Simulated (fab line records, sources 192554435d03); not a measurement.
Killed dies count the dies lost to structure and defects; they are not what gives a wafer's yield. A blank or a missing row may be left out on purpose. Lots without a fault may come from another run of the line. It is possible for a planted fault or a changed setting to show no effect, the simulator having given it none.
Matching of chambers -- flow n5Finfet -- 3 sister chambers for N5_BEOL_M5_PECVD_70 on pecvd-02
The step deposits SiO2 from TEOS/O2, target thk 16 nm, time 18 s. 18 wafers are shown with their chamber, then 9 later ones without.

WAFERS WITH THEIR CHAMBER
wafer,chamber,heaterPowerW (W),throttleValvePct (%),showerheadPlenumPTorr (Torr)
L081.2,2,821,20.5,8.78
L081.4,0,778,21.7,8.79
L081.6,1,491,21.3,8.88
L082.2,1,510,21.0,8.84
L082.3,2,830,20.5,8.79
L082.6,0,797,21.8,8.82
L084.1,2,886,20.3,8.80
L084.2,1,495,21.2,8.86
L084.5,1,492,21.4,8.86
L086.2,1,503,21.3,8.86
L086.4,1,491,21.1,8.86
L086.6,2,826,20.7,8.78
L088.1,2,826,20.5,8.79
L088.2,1,555,21.4,8.85
L088.3,0,894,21.8,8.80
L089.1,2,795,20.6,8.79
L089.3,0,819,22.2,8.80
L089.4,1,510,21.0,8.83

SIGNATURES, as means of the wafers listed above
reading,chamber 0,chamber 1,chamber 2,scatter within a chamber
heaterPowerW,822.00,505.88,830.67,32.1
throttleValvePct,21.875,21.212,20.517,0.168
showerheadPlenumPTorr,8.8025,8.8550,8.7883,0.0125
Rule: for each reading, subtract the chamber's mean from the wafer's reading, divide by that reading's scatter and square the result; add these up over the readings and take the root, which gives the wafer's distance from the chamber. If the next closest chamber is less than 2 further off than the closest, the wafer can't be placed; otherwise it belongs to the closest. How the scatter is found: for the shown wafers, subtract from each reading the mean of its chamber, square and add these, divide the total by (wafers less chambers), then take the root.

WAFERS WITH NO CHAMBER GIVEN
wafer,heaterPowerW (W),throttleValvePct (%),showerheadPlenumPTorr (Torr)
L092.2,824,21.9,8.80
L092.4,777,20.8,8.77
L092.6,538,21.4,8.81
L094.1,823,22.3,8.80
L094.2,844,21.0,8.80
L094.3,835,22.1,8.79
L096.2,569,21.3,8.84
L096.3,835,20.7,8.79
L096.5,555,21.3,8.84

EACH ONE'S CHAMBER
wafer,from the rows above,in truth
L092.2,0,0
L092.4,2,2
L092.6,1,1
L094.1,0,0
L094.2,2,2
L094.3,0,0
L096.2,1,1
L096.3,2,2
L096.5,1,1
Correct placement for 9 of the 9. Not placeable from these rows: 0. Placed wrongly: 0.
